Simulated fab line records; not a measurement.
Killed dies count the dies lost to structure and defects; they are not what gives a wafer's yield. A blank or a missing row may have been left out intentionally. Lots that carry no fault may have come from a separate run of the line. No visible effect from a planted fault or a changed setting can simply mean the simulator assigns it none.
Which tool is to blame? || flow nandHarc || 14 lots (42 wafers sampled), 1 step of a 1159-step route

WHAT THE GAUGES READ, wafer by wafer
NHARC_A_M0_INSPECT_11.
{"lot": "L118", "measured": "day 17 23:11", "on": "defectInspect-02", "rawDefectCount": "23 21 28"}
{"lot": "L117", "measured": "day 18 02:19", "on": "defectInspect-01", "rawDefectCount": "17 24 21"}
{"lot": "L119", "measured": "day 18 03:40", "on": "defectInspect-01", "rawDefectCount": "29 34 38"}
{"lot": "L122", "measured": "day 18 06:56", "on": "defectInspect-01", "rawDefectCount": "21 25 29"}
{"lot": "L120", "measured": "day 18 13:29", "on": "defectInspect-02", "rawDefectCount": "12 12 13"}
{"lot": "L121", "measured": "day 18 18:01", "on": "defectInspect-01", "rawDefectCount": "44 44 38"}
{"lot": "L116", "measured": "day 19 02:07", "on": "defectInspect-02", "rawDefectCount": "12 14 13"}
{"lot": "L123", "measured": "day 19 07:30", "on": "defectInspect-01", "rawDefectCount": "17 14 14"}
{"lot": "L125", "measured": "day 19 19:26", "on": "defectInspect-02", "rawDefectCount": "59 40 46"}
{"lot": "L127", "measured": "day 19 19:50", "on": "defectInspect-01", "rawDefectCount": "15 9 18"}
{"lot": "L126", "measured": "day 20 16:50", "on": "defectInspect-02", "rawDefectCount": "52 40 35"}
{"lot": "L129", "measured": "day 20 22:30", "on": "defectInspect-01", "rawDefectCount": "42 41 36"}
{"lot": "L131", "measured": "day 21 15:43", "on": "defectInspect-02", "rawDefectCount": "30 31 27"}
{"lot": "L132", "measured": "day 21 23:56", "on": "defectInspect-01", "rawDefectCount": "14 14 12"}

WHICH TOOL RAN EACH LOT (tool, then ch and the chambers of the sampled wafers, then the start)
Record: no process step prior to these readings.

WHAT THE TOOLS THEMSELVES READ (means of the sampled wafers that have a number; where no wafer has one, the mark that the record gives instead)
The record holds no such reading with a usual standard deviation.

THE ANSWER, worked out from the rows above alone
Rule: the usual values come from the lots themselves. Put in order of their means at a reading, lots are off if they are a third of the lots or fewer, leave a main group of 4 or more, and stand apart from it by a gap of 3 or more times the standard deviation of the main group's means; of several such gaps the widest counts. Not used: any main group whose means are identical at the precision the tables above print for the reading. Also off: a lot with no number at a reading for which 4 or more lots have one. Where the step has rows for the other lots, those lots are counted as sound. Order of review: gauges by route order, followed by the tools' own readings, for which a lot's mean as printed above is used. At the first step where some lot is off, the reading lying furthest off is the one used; lots without a number count as furthest.
No lot is off on any of the readings shown, so nothing can be concluded from this.

WHAT HAD BEEN PUT IN BY THE SIMULATOR
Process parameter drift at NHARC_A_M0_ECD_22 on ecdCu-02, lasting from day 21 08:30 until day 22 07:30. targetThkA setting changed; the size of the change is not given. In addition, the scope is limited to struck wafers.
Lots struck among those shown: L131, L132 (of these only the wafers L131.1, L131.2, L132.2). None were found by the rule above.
